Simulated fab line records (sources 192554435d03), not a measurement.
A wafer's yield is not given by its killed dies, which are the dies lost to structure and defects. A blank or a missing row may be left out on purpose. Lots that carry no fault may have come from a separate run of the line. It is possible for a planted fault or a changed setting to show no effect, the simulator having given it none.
A lot that was struck, set against a sound lot | flow n5Finfet | 37 out of 1938 route steps
Sound: wafers L568.1, L568.4, L568.5. The struck wafers were L553.3, L553.4, L553.5. The cause comes at the end.
For every step that has rows: the tool of each side, followed by ch and its chambers, followed by its first start. Under that, the readings that differ: sound wafers | struck wafers | difference of the means | sigmas: that difference in standard deviations of wafers without a fault.
alike: words and numbers the same on both sides, and readings whose means are apart by under 2 such deviations; not compared: readings that were withheld, readings missing a value for some wafer, numbers with overlapping values and no deviation given by the record, and bounds like >300 which may hide the same value.
Wherever a step has rows on one side only, a row that says differs or no value, or a row with sigmas, the two part there. Numbers that have no deviation but don't overlap get no sigmas and don't part them. A reading missing from all wafers of one side parts the sides only when that side holds two or more wafers.

first, 9 steps without rows for these wafers: N5_BEOL_M4_ANNEAL_95 (time 240 s); N5_BEOL_M4_SPUTTER_96 (material Cu, target thk 4.5 nm, time 8.29 s); N5_BEOL_M4_ECD_50 (material Cu, target thk 300 nm); N5_BEOL_M4_ANNEAL_51 (time 90 s); N5_BEOL_M4_CMP_52 (polishes, stops on SiOC, t overpolish 6.8 s, target thk 40 nm); N5_BEOL_M4_PRE_CLEAN_60 (time 15 s); N5_BEOL_M4_CO_CAP_55 (material Co, precursor CCTBA/H2, target thk 2 nm, time 102.1 s); N5_BEOL_M4_PRE_CLEAN_56 (time 15 s); N5_BEOL_M4_DEP_57 (deposits SiCN from 3MS/NH3, target thk 8 nm, time 14 s).
N5_BEOL_M4_RC_MEAS_101:
  sound on prober-01 ch 0, day 15 06:19; struck on prober-01 ch 0, day 9 13:31
  alike: DIBL_N, DIBL_P, IOFF_N, IOFF_P, ION_N, ION_P, SS_N, SS_P, VT_N, VT_P
then, 24 steps without rows for these wafers: N5_BEOL_M5_ILD_DEP_00 (deposits SiCOH lowk from DEMS/porogen, target thk 140.64 nm, time 25.9 s); N5_BEOL_M5_CURE_79 (cures SiCOH lowk, time 240 s); N5_BEOL_M5_PECVD_70 (deposits SiO2 from TEOS/O2, target thk 16 nm, time 18 s); N5_BEOL_M5_HM_DEP_02 (deposits TiN, target thk 20 nm); N5_BEOL_M5_COAT_59 (time 60 s, resist thk 60 nm); N5_BEOL_M5_COAT_60 (time 60 s, resist thk 12 nm); N5_BEOL_M5_COAT_71 (time 60 s, resist thk 5 nm); N5_BEOL_M5_COAT_05 (resist thk 30 nm); N5_BEOL_M5_EBR_07; N5_BEOL_M5_SOFTBAKE_06 (time 60 s); N5_BEOL_M5_EXPOSE_08 (exposes mask M5, target cd 28 nm); N5_BEOL_M5_PEB_09 (peb time 60 s); N5_BEOL_M5_DEVELOP_10 (develop time 30 s); N5_BEOL_M5_DESCUM_16 (chemistry O2, time 7 s); N5_BEOL_M5_ETCH_72 (etches underlayer in N2/H2, target depth 6.5 nm, time 5.2 s); N5_BEOL_M5_ETCH_61 (etches SiARC in CF4, target depth 15.6 nm, time 26 s); N5_BEOL_M5_ETCH_62 (etches SOC in N2/H2, target depth 75 nm, overetch 15 nm, time 112.5 s); N5_BEOL_M5_STRIP_63 (strips in N2/H2); N5_BEOL_M5_STRIP_73 (strips in N2/H2); N5_BEOL_M5_STRIP_64 (strips in CF4); N5_BEOL_M5_HM_OPEN_17 (chemistry Cl2/BCl3, target TiN, target depth 20 nm, overetch 6 nm); N5_BEOL_M5_STRIP_19 (strips in O2); N5_BEOL_M5_COAT_65 (time 60 s, resist thk 60 nm); N5_BEOL_M5_COAT_66 (time 60 s, resist thk 12 nm).
N5_BEOL_M10_EXPOSE_25: exposes mask V9.
  sound on arfiScanner-02 ch 0, day 18 01:23; struck on arfiScanner-01 ch 0, day 11 10:35
reading           | sound             | struck            | difference | sigmas
exposureDoseMJCm2 | 85.35 85.44 85.41 | 94.83 94.76 94.84 | +9.41      | +99 or more
  alike: mask
N5_BEOL_M10_CD_MEAS_28: target cd 70 nm.
  sound on cdSem-01 ch 0, day 18 01:31; struck on cdSem-03 ch 0, day 11 10:43
reading   | sound          | struck         | difference | sigmas
cdNm (nm) | 71.3 69.9 69.4 | 80.2 79.7 80.2 | +9.8       | +11
-- the record jumps here: 2 days lie between the struck wafers' starts before and after (it left off in module BEOL_M10 and takes up again in module PASSIVATION, whose first step shown is number 1936 of the route) --
N5_PASSIVATION_PROBE_49:
  struck on prober-01, day 13 17:46; sound on prober-01, day 20 11:24
reading                | sound          | struck         | difference | sigmas
defectLimitedYield (%) | 91.4 89.2 91.2 | 73.9 71.5 78.1 | -16.1      | -9
killed_at_M4_up        | 22 17 19       | 187 225 120    | +158       | +25
killedDies             | 101 127 104    | 308 336 259    | +190       | +10
killedOnRim            | 13 18 10       | 91 95 63       | +69        | +17
sortNPass              | 1079 1053 1076 | 872 844 921    | -190       | -9
sortYieldPct (%)       | 91.4 89.2 91.2 | 73.9 71.5 78.1 | -16.1      | -9
  alike: killed_at_M0_to_M3, killedAtContacts, killedAtFrontEnd, killedAtOther, killedOpen, killedShort, sort_bin_5_function, sort_bin_6_memory

## WHERE THEY PART
Last at N5_PASSIVATION_PROBE_49 as far as this record goes, first at N5_BEOL_M10_EXPOSE_25.

WHY: what the simulator had put in
Drift in process parameters on arfiScanner-01 at N5_BEOL_M10_EXPOSE_25, starting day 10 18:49. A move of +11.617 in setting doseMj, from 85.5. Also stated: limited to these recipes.
